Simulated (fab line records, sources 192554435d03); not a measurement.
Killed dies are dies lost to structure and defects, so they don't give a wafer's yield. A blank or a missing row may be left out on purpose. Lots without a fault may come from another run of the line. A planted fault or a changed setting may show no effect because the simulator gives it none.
Split-lot experiment | flow n5_finfet | 7 lots, 21 wafers read, on a route of 1938 steps

THE SPLIT
At N5_BEOL_M15_EXPOSE_25 (exposes mask M15, target cd 400 nm), the setting dose_mj was moved away from the recipe's 35.5 on 10 of the 21 wafers read, by -6.3% to +6.9%. The other wafers ran this setting at the recipe's value.

FROM THE SPLIT TO THE READING: what the file shows between them, 3 steps
- N5_BEOL_M15_PEB_26: peb time 90 s
- N5_BEOL_M15_DEVELOP_27: develop time 45 s
- N5_BEOL_M15_HARDBAKE_32: time 120 s

THE READING
cd_nm, in nm, at N5_BEOL_M15_CD_MEAS_28 (target cd 407.6 nm). Fault-free wafers of this fab line usually give 408.5 nm, standard deviation 2.4 nm.

wafer  | tool, chamber at the split | dose_mj as run | against the recipe | cd_nm, nm | against lot-mates on the recipe
L083.1 | krf_scanner-01, 0          | 37.55          | +5.8%              | 417.3     | no lot-mate on the recipe
L083.3 | krf_scanner-01, 0          | 37.55          | +5.8%              | 416.6     | no lot-mate on the recipe
L083.5 | krf_scanner-01, 0          | 37.55          | +5.8%              | 416.8     | no lot-mate on the recipe
L080.2 | krf_scanner-01, 0          | 37.69          | +6.2%              | 419.1     | +9.8
L080.4 | krf_scanner-01, 0          | 35.5           | recipe             | 409.3     | -
L080.5 | krf_scanner-01, 0          | 37.69          | +6.2%              | 420.0     | +10.7
L079.1 | krf_scanner-02, 0          | 35.5           | recipe             | 410.9     | -
L079.3 | krf_scanner-02, 0          | 35.5           | recipe             | 408.8     | -
L079.4 | krf_scanner-02, 0          | 35.5           | recipe             | 409.0     | -
L082.1 | krf_scanner-01, 0          | 35.5           | recipe             | 405.7     | -
L082.5 | krf_scanner-01, 0          | 33.26          | -6.3%              | 398.6     | -7.1
L082.6 | krf_scanner-01, 0          | 35.5           | recipe             | 405.8     | -
L094.3 | krf_scanner-02, 0          | 34.55          | -2.7%              | 406.3     | -3.1
L094.4 | krf_scanner-02, 0          | 35.5           | recipe             | 409.4     | -
L094.6 | krf_scanner-02, 0          | 34.55          | -2.7%              | 405.5     | -3.9
L092.2 | krf_scanner-02, 0          | 37.94          | +6.9%              | 419.6     | +11.1
L092.4 | krf_scanner-02, 0          | 35.5           | recipe             | 408.5     | -
L092.5 | krf_scanner-02, 0          | 37.94          | +6.9%              | 418.7     | +10.2
L096.1 | krf_scanner-01, 0          | 35.5           | recipe             | 409.8     | -
L096.4 | krf_scanner-01, 0          | 35.5           | recipe             | 413.5     | -
L096.6 | krf_scanner-01, 0          | 35.5           | recipe             | 410.2     | -

THE FIT
A straight line over all 21 wafers: cd_nm changes by +1.49 nm for each +1% of dose_mj; r = +0.96; the points scatter about the line by 1.7 nm.
The same after taking each lot's own level away (the mean of its wafers on the recipe; 18 wafers): +1.48 nm for each +1%; r = +0.98; scatter 1.1 nm.
On that fit, the largest move of dose_mj shifts the reading by 10 nm.
The lots' own levels span 405.75 to 411.17 nm, that is 2.3 times the standard deviation above.
So the lot-to-lot level changes the slope little: the two slopes agree.
Check: with one of the wafers moved furthest among these (+6.9%) left out of the fit, the line predicts +10.3 nm for it against its lot-mates. It came out at +11.1 nm against them.

OTHER SPLITS ON THESE WAFERS
These wafers also went through other splits before the reading. Each is held against what the fit with the lots' levels taken away leaves over:
other split on the same wafers    | wafers away from the commonest value | r with cd_nm (lot level and that fit taken away)
N5_BEOL_M11_ETCH_41 time_s        | 8                                    | -0.23
N5_BEOL_M12_COAT_65 spin_rpm      | 5                                    | +0.04
N5_BEOL_M13_EXPOSE_07 dose_mj     | 7                                    | +0.22
N5_BEOL_M13_ETCH_59 time_s        | 10                                   | +0.23
N5_BEOL_M14_TRENCH_ETCH_34 bias_w | 7                                    | +0.14

THE WHOLE CHAIN: every reading that the file lists as answering this split, in the file's order
step                   | what it does             | reading                                                         | change (the file's fit)              | r (the file's)
N5_BEOL_M15_CD_MEAS_28 | target cd 407.6 nm       | cd_nm                                                           | +1.44 nm for each +1% of the setting | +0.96
N5_BEOL_M15_DESCUM_33  | chemistry O2, time 7.9 s | BEOL_M15.cd_nm (the simulator's own value, which no gauge read) | +1.48 nm for each +1% of the setting | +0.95

THE FILE'S OWN FIT
cd_nm changes by +1.44 nm for each +1% of dose_mj, r = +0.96.
